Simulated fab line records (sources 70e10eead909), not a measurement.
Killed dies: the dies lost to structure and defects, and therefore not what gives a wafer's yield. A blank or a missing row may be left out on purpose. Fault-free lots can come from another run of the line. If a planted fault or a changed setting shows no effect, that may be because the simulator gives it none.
Chamber matching -- flow nand harc -- NHARC_A_WL_FILL_ALD_00 on ald hk-01 has 4 sister chambers
The step deposits Al2O3, target thk 3 nm, pulse time 3 s, ald cycles 30. 7 wafers are shown with their chamber, then 7 later ones without.

== EACH WAFER AND ITS CHAMBER ==
wafer,chamber,heater power w (W),susceptor temp C (C)
L081.6,2,497,300.35
L089.1,2,504,299.77
L089.2,1,482,300.18
L088.2,0,403,300.10
L088.6,3,512,299.82
L091.1,0,406,299.77
L091.3,3,506,299.99

== WAFERS WHOSE CHAMBER IS MISSING ==
wafer,heater power w (W),susceptor temp C (C)
L091.4,498,299.91
L096.3,482,300.01
L096.4,509,299.84
L096.5,496,300.15
L097.1,500,300.28
L097.4,398,300.10
L097.5,396,299.98

== WHICH CHAMBER EACH WENT THROUGH ==
wafer,from the rows above,in truth
L091.4,can't be placed: 2 or 3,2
L096.3,1,1
L096.4,3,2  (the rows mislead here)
L096.5,2,2
L097.1,can't be placed: 2 or 3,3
L097.4,0,0
L097.5,0,0
4 of 7 placed correctly. Cannot be placed on the basis of these rows: 2; the candidates contain the true chamber in 2. Number placed wrongly: 1.
How it was worked out, from the rows above alone: a wafer's distance from a chamber is the root of the sum, over the readings, of the square of ((its reading less the chamber's mean) divided by the reading's scatter). If the next closest chamber is less than 2 further off than the closest, the wafer can't be placed; otherwise it belongs to the closest. The mean given for a chamber averages the wafers shown for that chamber. How the scatter is found: for the shown wafers, subtract from each reading the mean of its chamber, square and add these, divide the total by (wafers less chambers), then take the root.
